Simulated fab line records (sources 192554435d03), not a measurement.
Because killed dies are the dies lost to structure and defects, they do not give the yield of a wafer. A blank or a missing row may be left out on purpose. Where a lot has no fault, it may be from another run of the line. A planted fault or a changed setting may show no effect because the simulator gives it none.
A struck lot beside a sound one | flow n5 finfet | 25 out of 1938 route steps
Sound: these wafers, L893.2, L893.4, L893.5. Struck: wafers L900.2, L900.6. (L900.4 of the same lot was not struck and is left out.) The cause comes at the end.
Order at every step that has rows: each side's tool, ch and its chambers, its first start. Under that, the readings that differ: sound wafers | struck wafers | difference of the means | sigmas: that difference in standard deviations of wafers without a fault.
alike: a reading whose means differ by less than 2 such deviations, as well as words and numbers matching on both sides. not compared: withheld readings; readings where some wafer has no value; bounds like >300 that might hide an equal value; numbers whose values overlap and for which the record gives no deviation.
The two part at a step that has a row with sigmas, a row that says differs or no value, or rows on one side only. Non-overlapping numbers with no deviation appear without sigmas and do not part them. A reading that every wafer of one side lacks parts them only if that side has two wafers or more.

first, 10 steps without rows for these wafers: N5_DUMMY_GATE_SRD_26 (time 30 s); N5_DUMMY_GATE_UV_OZONE_45 (time 120 s); N5_SPACER0_ALD_07 (deposits SiNx, target thk 2 nm); N5_SPACER0_ALD_00 (deposits SiOCN, target thk 3.5 nm, pulse time 3 s, purge time 2 s); N5_SPACER0_ALD_08 (deposits SiNx, target thk 2 nm); N5_SD_EPI_N_COAT_32 (time 60 s, resist thk 350 nm); N5_SD_EPI_N_COAT_33 (time 60 s, resist thk 35 nm); N5_SD_EPI_N_COAT_03 (resist thk 150 nm); N5_SD_EPI_N_EBR_05; N5_SD_EPI_N_SOFTBAKE_04 (time 60 s).
N5_SD_EPI_N_EXPOSE_06: exposes mask SD N BLK, target cd 120 nm.
  sound on arfi scanner-03 ch 0, day 4 08:53; struck on arfi scanner-03 ch 0, day 6 02:33
  alike: mask
then, 2 steps without rows for these wafers: N5_SD_EPI_N_PEB_07 (peb time 60 s); N5_SD_EPI_N_DEVELOP_08 (develop time 30 s).
N5_SD_EPI_N_CD_MEAS_09: the cd target is 120 nm.
  sound on cd sem-01 ch 0, day 4 09:00; struck on cd sem-03 ch 0, day 6 02:40
  reading    | sound             | struck      | difference | sigmas
  cd nm (nm) | 118.9 120.6 120.7 | 107.8 109.7 | -11.3      | -16
N5_SD_EPI_N_DESCUM_14: chemistry O2, time 7.9 s.
  sound on rie diel-02 ch 0,3, day 4 09:05; struck on rie diel-06 ch 2,3, day 6 02:52
  reading                   | sound             | struck      | difference | sigmas
  model.SD_EPI_N.cd nm (nm) | 118.8 120.6 120.6 | 107.8 109.6 | -11.3      |
  alike: bias power w, drypump motor current A, oes product au, rf vpp V, showerhead plenum p Torr, temp c, throttle valve pct
  not compared: rf hours counter h
then, 7 steps without rows for these wafers: N5_SD_EPI_N_ETCH_34 (etches SiARC in CF4, target depth 45.5 nm, time 75.8 s); N5_SD_EPI_N_ETCH_35 (etches SOC in N2/H2, overetch 108 nm, time 486 s); N5_SD_EPI_N_STRIP_36 (strips in N2/H2); N5_SD_EPI_N_ETCHBACK_44 (etches SiNx in CH3F/O2, stops on SiO2, target depth 14.5 nm); N5_SD_EPI_N_ETCH_45 (etches SiOCN in CH3F/O2, target depth 6 nm); N5_SD_EPI_N_ETCH_16 (etches SiO2 in CHF3/O2, target depth 5 nm); N5_SD_EPI_N_STRIP_47 (strips in CHF3/O2).
N5_SD_EPI_N_SD_RECESS_17: chemistry HBr/Cl2/O2, target depth 41 nm, time 23.7 s, bt time 3 s.
  sound on rie si-04 ch 0,1,3, day 4 09:46; struck on rie si-04 ch 0,2, day 6 03:34
  reading                   | sound             | struck      | difference | sigmas
  model.SD_EPI_N.cd nm (nm) | 118.4 120.6 121.2 | 107.6 111.2 | -10.7      |
  alike: drypump motor current A, mfc cl2 sccm, oes product au, throttle valve pct
  not compared: rf hours counter h
then, 1 step without rows for these wafers: N5_SD_EPI_N_STRIP_38 (strips in N2/H2).
-- the record jumps here: 9 days lie between the struck wafers' starts before and after (it left off in module SD_EPI_N and takes up again in module PASSIVATION, whose first step shown is number 1936 of the route) --
N5_PASSIVATION_PROBE_49:
  only the struck wafers here have rows in the record (prober-02, day 15 00:53); the sound ones have none

== WHERE THEY PART ==
Earliest at N5_SD_EPI_N_CD_MEAS_09; latest, in this record, at N5_PASSIVATION_PROBE_49.

WHY: what the simulator had put in
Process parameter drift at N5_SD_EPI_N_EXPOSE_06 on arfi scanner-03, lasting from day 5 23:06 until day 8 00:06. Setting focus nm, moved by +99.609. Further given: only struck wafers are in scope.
